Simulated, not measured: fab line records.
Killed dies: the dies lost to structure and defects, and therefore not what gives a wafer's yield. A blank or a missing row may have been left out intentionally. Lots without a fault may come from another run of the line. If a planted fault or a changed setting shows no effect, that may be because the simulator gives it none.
Which tool was responsible?	flow n5 finfet	24 lots, 72 wafers sampled, at 6 steps of a route of 1938

== WHAT EACH GAUGE READ, for each wafer ==
N5_BEOL_M6_CD_MEAS_28: the cd target is 40 nm. Usual: cd nm 39.89 nm, standard deviation 0.21.
lot	measured	on	cd nm (nm)	flag
L074	day 9 00:38	cd sem-01	39.74 39.60 40.01	
L076	day 9 00:49	cd sem-02	40.47 40.16 39.76	
L075	day 9 01:19	cd sem-01	39.84 39.57 39.81	
L077	day 9 14:05	cd sem-02	39.66 39.88 39.79	
L078	day 9 19:40	cd sem-01	39.90 39.67 39.69	
L080	day 10 00:32	cd sem-01	40.00 39.79 40.00	
L079	day 10 04:36	cd sem-01	39.85 40.25 39.86	
L081	day 10 10:06	cd sem-03	39.66 39.49 39.74	
L082	day 10 23:12	cd sem-02	40.13 39.51 39.89	
L083	day 10 23:25	cd sem-01	39.73 39.98 39.86	
L084	day 11 03:10	cd sem-01	39.82 39.84 40.03	
L085	day 11 11:55	cd sem-01	39.89 39.60 40.09	
L086	day 12 00:41	cd sem-03	39.54 39.80 39.99	
L087	day 12 09:25	cd sem-02	39.95 39.94 39.77	
L089	day 13 04:43	cd sem-03	40.18 39.83 39.89	
L088	day 13 14:26	cd sem-01	39.83 39.71 39.86	
L090	day 13 18:13	cd sem-01	40.08 39.58 39.70	
L091	day 13 18:23	cd sem-01	40.23 39.80 40.22	
L092	day 13 21:55	cd sem-01	40.29 39.81 39.55	
L093	day 13 22:05	cd sem-03	40.19 39.83 39.73	
L094	day 14 06:13	cd sem-02	39.98 39.78 39.67	
L095	day 14 12:31	cd sem-02	39.55 39.72 39.90	
L097	day 15 00:08	cd sem-03	40.02 40.34 40.34	
L096	day 15 04:06	cd sem-03	39.91 40.08 39.85	

N5_BEOL_M6_OCD_MEAS_38. Usual: trench depth nm 93.2 nm, standard deviation 2.1.
lot	measured	on	trench depth nm (nm)	flag
L074	day 9 01:11	ocd-01	92.7 94.5 93.4	
L076	day 9 01:35	ocd-01	93.4 91.2 91.0	
L075	day 9 01:52	ocd-02	91.4 92.1 95.2	
L077	day 9 14:38	ocd-02	96.5 92.1 92.0	
L078	day 9 20:28	ocd-02	94.1 92.7 93.6	
L080	day 10 01:05	ocd-02	94.0 89.7 90.3	
L079	day 10 05:09	ocd-02	92.5 95.5 95.2	
L081	day 10 10:39	ocd-01	91.3 94.8 95.0	
L082	day 10 23:45	ocd-02	91.2 96.0 95.0	
L083	day 11 00:38	ocd-01	95.7 94.1 91.2	
L084	day 11 04:11	ocd-01	93.3 89.1 92.9	
L085	day 11 12:29	ocd-01	95.7 91.5 92.2	
L086	day 12 01:20	ocd-02	94.5 89.7 94.7	
L087	day 12 09:58	ocd-01	90.4 91.9 95.4	
L089	day 13 05:15	ocd-01	91.2 94.3 94.6	
L088	day 13 14:59	ocd-02	92.7 92.0 93.1	
L090	day 13 18:46	ocd-02	96.7 93.1 92.7	
L091	day 13 19:13	ocd-01	91.3 91.6 95.2	
L092	day 13 22:28	ocd-02	93.2 93.5 97.7	
L093	day 13 22:54	ocd-02	94.5 90.2 91.2	
L094	day 14 06:46	ocd-01	93.1 95.1 93.7	
L095	day 14 13:04	ocd-01	93.8 91.6 92.7	
L097	day 15 00:41	ocd-02	94.9 90.3 95.6	
L096	day 15 05:41	ocd-02	97.6 90.7 97.2	

N5_BEOL_M7_OCD_MEAS_38. Usual: trench depth nm 92.6 nm, standard deviation 2.6.
lot	measured	on	trench depth nm (nm)	flag
L074	day 9 09:19	ocd-02	91.4 91.5 87.4	
L076	day 9 09:24	ocd-01	93.6 94.7 99.0	
L075	day 9 11:49	ocd-02	93.3 93.2 94.0	
L077	day 9 22:21	ocd-02	91.2 92.3 87.2	
L078	day 10 05:11	ocd-01	88.0 97.5 93.7	
L080	day 10 08:53	ocd-01	90.3 89.4 91.4	
L079	day 10 12:22	ocd-01	92.3 97.4 88.2	
L081	day 10 17:41	ocd-02	92.1 91.0 89.7	
L082	day 11 10:26	ocd-01	94.9 93.5 92.6	
L083	day 11 12:25	ocd-02	88.0 97.1 93.1	
L084	day 11 12:31	ocd-02	89.4 91.3 92.6	
L085	day 11 18:35	ocd-02	91.7 91.4 90.7	
L086	day 12 11:46	ocd-02	89.9 90.9 92.3	
L087	day 12 21:26	ocd-02	91.8 92.3 91.9	
L089	day 13 18:52	ocd-01	93.4 94.0 94.6	
L088	day 13 22:28	ocd-01	93.4 87.8 95.8	
L090	day 14 07:10	ocd-02	90.7 94.7 92.0	
L091	day 14 06:53	ocd-01	93.5 96.7 95.1	
L092	day 14 07:23	ocd-02	96.4 88.9 97.1	
L093	day 14 07:17	ocd-01	93.5 93.2 94.5	
L094	day 14 16:42	ocd-02	94.4 93.4 93.4	
L095	day 14 19:25	ocd-01	88.2 94.8 92.2	
L097	day 15 07:40	ocd-01	94.1 88.9 96.6	
L096	day 15 13:03	ocd-01	91.1 89.1 93.8	

== WHICH TOOL RAN EACH LOT (tool, then ch and the chambers of the sampled wafers, then the start) ==
lot	N5_BEOL_M7_ETCH_62	N5_BEOL_M7_STRIP_67	N5_BEOL_M7_STRIP_80
L074	rie diel-04 ch 0,1,3, day 9 07:56	rie diel-04 ch 0,1,3, day 9 08:05	rie diel-04 ch 2,3, day 9 09:19 or earlier
L076	rie diel-06 ch 1,2,3, day 9 08:05	rie diel-06 ch 1,2,3, day 9 08:14	rie diel-02 ch 0,1,2, day 9 09:24 or earlier
L075	rie diel-04 ch 0,1,2, day 9 08:41	rie diel-04 ch 0,1,2, day 9 08:50	rie diel-06 ch 0,3, day 9 11:49 or earlier
L077	rie diel-06 ch 0,1, day 9 20:56	rie diel-06 ch 0,1, day 9 21:05	rie diel-04 ch 0,2,3, day 9 22:21 or earlier
L078	rie diel-06 ch 0,1,3, day 10 02:37	rie diel-06 ch 0,1,3, day 10 02:45	rie diel-02 ch 0,1,3, day 10 05:11 or earlier
L080	rie diel-06 ch 0,2,3, day 10 06:08	rie diel-06 ch 0,2,3, day 10 06:17	rie diel-04 ch 0,1,3, day 10 08:53 or earlier
L079	rie diel-04 ch 1,2,3, day 10 10:34	rie diel-04 ch 1,2,3, day 10 10:42	rie diel-02 ch 0,1,3, day 10 12:22 or earlier
L081	rie diel-04 ch 1,2,3, day 10 14:58	rie diel-04 ch 1,2,3, day 10 15:07	rie diel-04 ch 0,1,2, day 10 17:41 or earlier
L082	rie diel-02 ch 1,2,3, day 11 06:55	rie diel-02 ch 1,2,3, day 11 07:04	rie diel-06 ch 0,2, day 11 10:26 or earlier
L083	rie diel-04 ch 0,1,2, day 11 06:59	rie diel-04 ch 0,1,2, day 11 07:08	rie diel-02 ch 0,1,3, day 11 12:25 or earlier
L084	rie diel-06 ch 0,3, day 11 10:35	rie diel-06 ch 0,3, day 11 10:44	rie diel-04 ch 0,2, day 11 12:31 or earlier
L085	rie diel-04 ch 0,2, day 11 16:31	rie diel-04 ch 0,2, day 11 16:40	rie diel-04 ch 1,2, day 11 18:35 or earlier
L086	rie diel-04 ch 0,2, day 12 10:32	rie diel-04 ch 0,2, day 12 10:41	rie diel-04 ch 0,1,2, day 12 11:46 or earlier
L087	rie diel-06 ch 0,1, day 12 19:47	rie diel-06 ch 0,1, day 12 19:56	rie diel-06 ch 0,1,3, day 12 21:26 or earlier
L089	rie diel-06 ch 0,1, day 13 15:56	rie diel-06 ch 0,1, day 13 16:05	rie diel-06 ch 2,3, day 13 18:52 or earlier
L088	rie diel-02 ch 0,1, day 13 19:49	rie diel-02 ch 0,1, day 13 19:58	rie diel-02 ch 0,2,3, day 13 22:28 or earlier
L090	rie diel-04 ch 0,1,2, day 14 03:00	rie diel-04 ch 0,1,2, day 14 03:09	rie diel-04 ch 0,2,3, day 14 07:10 or earlier
L091	rie diel-06 ch 1,3, day 14 03:22	rie diel-06 ch 1,3, day 14 03:30	rie diel-02 ch 0,1,2, day 14 06:53 or earlier
L092	rie diel-04 ch 0,3, day 14 03:34	rie diel-04 ch 0,3, day 14 03:43	rie diel-02 ch 0,3, day 14 07:23 or earlier
L093	rie diel-02 ch 0,1,2, day 14 05:37	rie diel-02 ch 0,1,2, day 14 05:46	rie diel-06 ch 0,1,2, day 14 07:17 or earlier
L094	rie diel-06 ch 0,1, day 14 13:18	rie diel-06 ch 0,1, day 14 13:26	rie diel-06 ch 0,2, day 14 16:42 or earlier
L095	rie diel-02 ch 0,1,3, day 14 18:01	rie diel-02 ch 0,1,3, day 14 18:09	rie diel-02 ch 1,2,3, day 14 19:25 or earlier
L097	rie diel-04 ch 0,1, day 15 05:15	rie diel-04 ch 0,1, day 15 05:24	rie diel-02 ch 0,2,3, day 15 07:40 or earlier
L096	rie diel-04 ch 0,2,3, day 15 10:24	rie diel-04 ch 0,2,3, day 15 10:32	rie diel-04 ch 1,2,3, day 15 13:03 or earlier
- N5_BEOL_M7_ETCH_62: etches SOC in N2/H2, target depth 110 nm, overetch 22 nm, time 165 s.
- N5_BEOL_M7_STRIP_67: strips in CF4.
- N5_BEOL_M7_STRIP_80: strips in N2/H2, time 10 s.

== AS READ BY THE TOOLS THEMSELVES (means over the sampled wafers that have a number; for cases with no such wafer, the mark the record gives instead) ==
N5_BEOL_M7_ETCH_62. Usual: drypump motor current A 5.7 A, standard deviation 0.52; n2 flow sccm 200.0 sccm, standard deviation 0.56; oes product au 0.64 a.u., standard deviation 0.064; rf vpp V 524.6 V, standard deviation 2.6; showerhead plenum p Torr 2.57 Torr, standard deviation 0.088; temp c 40.02 C, standard deviation 0.11; throttle valve pct 17.76 %, standard deviation 0.3.
lot	tool	drypump motor current A (A)	n2 flow sccm (sccm)	oes product au (a.u.)	rf vpp V (V)	showerhead plenum p Torr (Torr)	temp c (C)	throttle valve pct (%)	flag
L074	rie diel-04	5.8	200.0	0.61	523.3	2.57	39.94	17.79	
L076	rie diel-06	5.6	200.4	0.69	522.7	2.49	40.00	17.67	
L075	rie diel-04	5.5	200.2	0.62	527.2	2.64	39.96	17.75	
L077	rie diel-06	5.7	200.0	0.64	525.9	2.62	40.00	17.82	
L078	rie diel-06	5.5	200.5	0.63	524.1	2.54	39.93	17.78	
L080	rie diel-06	5.7	200.0	0.65	523.0	2.52	40.09	18.01	
L079	rie diel-04	5.7	199.5	0.60	524.2	2.55	40.04	17.76	
L081	rie diel-04	5.7	200.2	0.60	524.1	2.55	39.95	17.77	
L082	rie diel-02	6.0	199.5	0.59	523.0	2.52	39.97	17.84	
L083	rie diel-04	5.5	200.1	0.62	525.3	2.63	39.97	17.79	
L084	rie diel-06	5.7	199.9	0.60	524.0	2.57	40.03	18.13	
L085	rie diel-04	5.2	199.5	0.62	526.7	2.64	39.96	17.84	
L086	rie diel-04	5.0	199.6	0.61	527.1	2.62	40.14	17.79	
L087	rie diel-06	5.6	200.1	0.65	525.8	2.58	40.10	17.54	
L089	rie diel-06	5.7	200.0	0.62	525.6	2.60	40.06	17.86	
L088	rie diel-02	6.0	200.3	0.76	525.4	2.59	40.00	17.25	
L090	rie diel-04	5.5	199.9	0.60	526.0	2.62	39.92	17.82	
L091	rie diel-06	5.3	200.4	0.64	522.8	2.50	40.14	17.52	
L092	rie diel-04	5.5	200.7	0.67	526.8	2.66	39.99	17.75	
L093	rie diel-02	5.9	200.0	0.70	523.3	2.53	39.98	17.47	
L094	rie diel-06	5.7	200.0	0.62	524.8	2.60	40.03	17.87	
L095	rie diel-02	6.0	200.4	0.70	524.6	2.56	39.98	17.48	
L097	rie diel-04	5.9	200.1	0.60	525.7	2.63	39.98	17.83	
L096	rie diel-04	5.4	200.4	0.66	527.1	2.65	40.01	17.72	

N5_BEOL_M7_STRIP_67. Usual: drypump motor current A 5.7 A, standard deviation 0.52; oes product au 0.76 a.u., standard deviation 0.076; rf vpp V 271.5 V, standard deviation 1.6; showerhead plenum p Torr 1.82 Torr, standard deviation 0.064; throttle valve pct 13.60 %, standard deviation 0.21.
lot	tool	drypump motor current A (A)	oes product au (a.u.)	rf vpp V (V)	showerhead plenum p Torr (Torr)	throttle valve pct (%)	flag
L074	rie diel-04	5.8	0.72	271.0	1.82	13.67	
L076	rie diel-06	5.5	0.80	271.0	1.75	13.42	
L075	rie diel-04	5.5	0.73	272.3	1.86	13.64	
L077	rie diel-06	5.7	0.75	272.2	1.84	13.64	
L078	rie diel-06	5.5	0.75	271.2	1.79	13.54	
L080	rie diel-06	5.8	0.76	270.6	1.77	13.67	
L079	rie diel-04	5.7	0.71	271.3	1.82	13.74	
L081	rie diel-04	5.7	0.71	270.4	1.82	13.74	
L082	rie diel-02	6.0	0.70	270.9	1.78	13.66	
L083	rie diel-04	5.5	0.72	272.6	1.86	13.68	
L084	rie diel-06	5.7	0.71	271.2	1.80	13.78	
L085	rie diel-04	5.2	0.73	272.3	1.85	13.70	
L086	rie diel-04	5.0	0.72	272.1	1.86	13.76	
L087	rie diel-06	5.6	0.77	271.6	1.81	13.46	
L089	rie diel-06	5.7	0.73	271.2	1.83	13.69	
L088	rie diel-02	6.0	0.90	271.0	1.85	13.28	
L090	rie diel-04	5.5	0.71	272.5	1.85	13.71	
L091	rie diel-06	5.3	0.76	270.6	1.77	13.38	
L092	rie diel-04	5.5	0.79	273.2	1.87	13.59	
L093	rie diel-02	5.9	0.84	270.5	1.80	13.38	
L094	rie diel-06	5.7	0.72	272.9	1.83	13.70	
L095	rie diel-02	6.0	0.83	271.1	1.82	13.42	
L097	rie diel-04	5.9	0.70	272.0	1.85	13.67	
L096	rie diel-04	5.4	0.77	273.6	1.87	13.65	

N5_BEOL_M7_STRIP_80. Usual: drypump motor current A 5.8 A, standard deviation 0.57; n2 flow sccm 200.0 sccm, standard deviation 0.61; oes product au 0.76 a.u., standard deviation 0.093; rf vpp V 59.1 V, standard deviation 0.91; showerhead plenum p Torr 2.56 Torr, standard deviation 0.086; temp c 40.00 C, standard deviation 0.11; throttle valve pct 23.4 %, standard deviation 0.41.
lot	tool	drypump motor current A (A)	n2 flow sccm (sccm)	oes product au (a.u.)	rf vpp V (V)	showerhead plenum p Torr (Torr)	temp c (C)	throttle valve pct (%)	flag
L074	rie diel-04	5.2	200.1	0.71	59.1	2.54	39.78	23.3	
L076	rie diel-02	5.9	200.5	0.80	59.4	2.54	40.01	23.3	
L075	rie diel-06	5.4	199.7	0.71	59.3	2.51	39.96	24.1	
L077	rie diel-04	5.4	199.7	0.71	59.1	2.55	39.99	23.4	
L078	rie diel-02	6.0	199.3	0.78	59.2	2.57	40.07	23.3	
L080	rie diel-04	5.9	200.6	0.70	60.4	2.56	40.03	23.5	
L079	rie diel-02	6.0	200.1	0.77	59.0	2.57	40.03	23.3	
L081	rie diel-04	5.4	199.9	0.72	57.9	2.63	40.09	23.5	
L082	rie diel-06	6.0	200.0	0.76	58.9	2.58	40.00	23.8	
L083	rie diel-02	6.0	200.5	0.76	58.9	2.57	40.01	23.3	
L084	rie diel-04	5.2	199.9	0.72	58.5	2.64	39.82	23.5	
L085	rie diel-04	5.8	199.9	0.70	59.3	2.62	40.07	23.4	
L086	rie diel-04	5.5	199.9	0.70	59.0	2.62	39.93	23.5	
L087	rie diel-06	5.5	199.9	0.73	58.8	2.53	39.90	23.6	
L089	rie diel-06	5.9	200.1	0.78	58.7	2.45	40.02	23.8	
L088	rie diel-02	6.4	199.7	0.76	58.7	2.50	39.98	23.4	
L090	rie diel-04	5.4	200.3	0.78	59.5	2.65	40.05	23.3	
L091	rie diel-02	5.9	199.9	0.85	59.3	2.52	40.09	23.2	
L092	rie diel-02	6.4	200.1	0.82	59.7	2.55	39.88	23.1	
L093	rie diel-06	5.8	200.2	0.77	58.7	2.54	40.03	23.4	
L094	rie diel-06	6.0	200.6	0.75	58.4	2.57	39.94	23.8	
L095	rie diel-02	6.0	199.8	0.77	58.9	2.51	40.06	23.5	
L097	rie diel-02	6.4	200.7	0.74	58.9	2.50	40.01	23.4	
L096	rie diel-04	5.7	200.2	0.76	58.7	2.64	40.11	23.3	

== THE ANSWER, worked out from the rows above alone ==
Rule: lot off if the mean of its wafers having a number is beyond 3 standard deviations from the usual mean. Also off: a lot with no number at a reading for which 4 or more lots have one. All remaining lots with rows at the step are treated as sound. After the gauges, taken in route order, come the tools' own readings; for these a lot's mean is taken, as printed above. The first step at which some lot is off is used, and at that step the reading that is off furthest; a lot without a number counts as furthest.
None of the lots is off at any reading shown; this tells nothing.

== WHAT THE SIMULATOR PUT IN ==
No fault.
